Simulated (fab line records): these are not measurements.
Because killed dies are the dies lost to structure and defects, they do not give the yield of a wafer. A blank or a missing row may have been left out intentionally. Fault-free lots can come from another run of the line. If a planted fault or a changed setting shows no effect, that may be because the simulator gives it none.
Chamber matching || flow nand harc || NHARC_A_CONTACT_ETCH_88 on rie diel-10: 4 sister chambers
The step etches the open film in CF4, target depth 39 nm, time 65 s. 8 wafers are shown with their chamber, then 7 later ones without.

== WAFERS WITH THEIR CHAMBER ==
{"wafer": "L077.5", "chamber": 1, "showerhead plenum p Torr (Torr)": 1.67, "drypump motor current A (A)": 5.2}
{"wafer": "L074.1", "chamber": 2, "showerhead plenum p Torr (Torr)": 1.80, "drypump motor current A (A)": 5.2}
{"wafer": "L074.5", "chamber": 3, "showerhead plenum p Torr (Torr)": 1.79, "drypump motor current A (A)": 5.6}
{"wafer": "L076.2", "chamber": 1, "showerhead plenum p Torr (Torr)": 1.67, "drypump motor current A (A)": 5.2}
{"wafer": "L076.3", "chamber": 0, "showerhead plenum p Torr (Torr)": 1.75, "drypump motor current A (A)": 5.8}
{"wafer": "L076.5", "chamber": 3, "showerhead plenum p Torr (Torr)": 1.79, "drypump motor current A (A)": 5.7}
{"wafer": "L084.1", "chamber": 2, "showerhead plenum p Torr (Torr)": 1.79, "drypump motor current A (A)": 5.2}
{"wafer": "L084.2", "chamber": 0, "showerhead plenum p Torr (Torr)": 1.75, "drypump motor current A (A)": 5.7}

== WAFERS WITH NO CHAMBER GIVEN ==
{"wafer": "L084.3", "showerhead plenum p Torr (Torr)": 1.78, "drypump motor current A (A)": 5.7}
{"wafer": "L091.2", "showerhead plenum p Torr (Torr)": 1.66, "drypump motor current A (A)": 5.2}
{"wafer": "L091.3", "showerhead plenum p Torr (Torr)": 1.75, "drypump motor current A (A)": 5.7}
{"wafer": "L091.4", "showerhead plenum p Torr (Torr)": 1.79, "drypump motor current A (A)": 5.2}
{"wafer": "L094.1", "showerhead plenum p Torr (Torr)": 1.78, "drypump motor current A (A)": 5.2}
{"wafer": "L094.2", "showerhead plenum p Torr (Torr)": 1.74, "drypump motor current A (A)": 5.7}
{"wafer": "L094.3", "showerhead plenum p Torr (Torr)": 1.66, "drypump motor current A (A)": 5.2}

== WHICH CHAMBER EACH WENT THROUGH ==
{"wafer": "L084.3", "from the rows above": 3, "in truth": 3}
{"wafer": "L091.2", "from the rows above": 1, "in truth": 1}
{"wafer": "L091.3", "from the rows above": 0, "in truth": 0}
{"wafer": "L091.4", "from the rows above": 2, "in truth": 2}
{"wafer": "L094.1", "from the rows above": 2, "in truth": 2}
{"wafer": "L094.2", "from the rows above": 0, "in truth": 0}
{"wafer": "L094.3", "from the rows above": 1, "in truth": 1}
Correctly placed: 7 of 7. Can't be placed from these rows: 0. Number placed wrongly: 0.
How it was worked out, from the rows above alone: a wafer's distance from a chamber is the root of the sum, over the readings, of the square of ((its reading less the chamber's mean) divided by the reading's scatter). The wafer belongs to the nearest chamber; if the next one is less than 2 further off, it can't be placed. The mean given for a chamber averages the wafers shown for that chamber. The scatter: the root of (the sum of the squares of (reading less its chamber's mean) over the shown wafers, divided by (wafers less chambers)).
